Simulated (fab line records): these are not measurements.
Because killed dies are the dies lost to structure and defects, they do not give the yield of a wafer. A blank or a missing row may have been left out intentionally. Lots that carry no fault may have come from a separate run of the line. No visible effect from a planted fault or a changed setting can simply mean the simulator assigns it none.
Matching of chambers -- flow n5 finfet -- rie diel-06 running N5_BEOL_M0_SAQP_DESCUM_19: 3 sister chambers
The step chemistry O2, time 7.9 s. 16 wafers are shown with their chamber, then 5 later ones without.

== WAFERS PAIRED WITH THEIR CHAMBERS ==
wafer,chamber,drypump motor current A (A),throttle valve pct (%),oes product au (a.u.)
L075.3,0,5.3,20.72,0.89
L075.4,3,5.3,20.55,0.76
L075.6,0,5.3,20.70,0.89
L076.1,0,5.3,20.71,0.89
L076.3,1,5.1,20.64,0.68
L076.6,1,5.1,20.62,0.68
L077.1,1,5.1,20.63,0.68
L077.3,0,5.3,20.71,0.88
L077.5,1,5.2,20.61,0.68
L084.1,0,5.3,20.73,0.86
L084.3,3,5.3,20.54,0.74
L084.4,1,5.1,20.18,0.99
L085.3,3,5.3,20.57,0.73
L085.5,0,5.3,20.74,0.86
L085.6,1,5.2,20.19,0.97
L093.3,3,5.3,20.58,0.72

SIGNATURES (averages over the wafers above)
reading,chamber 0,chamber 1,chamber 3,scatter within a chamber
drypump motor current A,5.300,5.133,5.300,0.032
throttle valve pct,20.7183,20.4783,20.5600,0.142
oes product au,0.8783,0.7800,0.7375,0.0969
Rule: for a wafer and a chamber, the distance is found by dividing, reading by reading, the gap between the wafer's reading and the chamber's mean by the reading's scatter, squaring, summing and taking the root. If the next closest chamber is less than 2 further off than the closest, the wafer can't be placed; otherwise it belongs to the closest. The scatter: the root of (the sum of the squares of (reading less its chamber's mean) over the shown wafers, divided by (wafers less chambers)).

== WAFERS WHOSE CHAMBER IS MISSING ==
wafer,drypump motor current A (A),throttle valve pct (%),oes product au (a.u.)
L093.4,5.3,20.59,0.72
L093.5,5.3,20.60,0.72
L095.5,5.4,20.75,0.82
L096.1,5.4,20.75,0.81
L096.3,5.2,20.63,0.71

== CHAMBER TAKEN BY EACH ==
wafer,from the rows above,in truth
L093.4,can't be placed: 3 or 0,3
L093.5,can't be placed: 3 or 0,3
L095.5,can't be placed: 0 or 3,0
L096.1,can't be placed: 0 or 3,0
L096.3,can't be placed: 1 or 3 or 0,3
0 of 5 placed correctly. Unplaceable from these rows: 5, with the true chamber sitting among the candidates in 5. Number placed wrongly: 0.
